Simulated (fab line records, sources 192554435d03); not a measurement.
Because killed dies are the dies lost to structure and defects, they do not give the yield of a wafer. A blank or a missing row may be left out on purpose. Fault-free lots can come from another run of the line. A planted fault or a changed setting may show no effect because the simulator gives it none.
The tool behind it: which one? ; flow n5 finfet ; at 1 step of a route of 1938, 12 lots with 36 wafers sampled

## WHAT EACH GAUGE READ, for each wafer
N5_HKMG_FIN_CD_MEAS_49: the cd target is 202 nm.
lot;measured;on;cd nm (nm)
L075;day 4 11:36;cd sem-01;201.0 201.9 201.1
L077;day 4 19:22;cd sem-03;200.8 201.7 202.1
L079;day 5 08:38;cd sem-02;202.6 201.6 201.4
L081;day 5 19:15;cd sem-01;201.8 201.2 201.6
L083;day 6 06:44;cd sem-03;202.6 202.1 201.2
L085;day 6 20:43;cd sem-02;200.9 201.3 201.0
L087;day 7 07:53;cd sem-01;203.1 203.3 203.2
L089;day 7 21:10;cd sem-03;200.2 200.6 201.7
L091;day 8 04:58;cd sem-03;200.2 201.2 202.1
L093;day 8 16:04;cd sem-01;202.7 202.2 202.5
L095;day 9 05:43;cd sem-01;203.0 203.0 202.3
L097;day 9 16:58;cd sem-02;202.3 200.5 200.9

## TOOL THAT RAN EACH LOT (tool first, then ch and the chambers of the sampled wafers, then the start)
No process step before these readings appears in the record.

## THE ANSWER, worked out from the rows above alone
Rule: what is usual is taken from the lots themselves. The widest of any qualifying gaps counts: lots, ordered by their means at a reading, are off when they make up no more than a third of the lots, leave a main group of 4 or more, and stand apart from it by 3 or more times the standard deviation of that group's means. Not used: any main group whose means are identical at the precision the tables above print for the reading. A lot without any number at a reading at which 4 lots or more have one is off too. All remaining lots with rows at the step are treated as sound.
No lot is off at any reading shown: from this, nothing can be told.

## WHAT THE SIMULATOR HAD INSERTED
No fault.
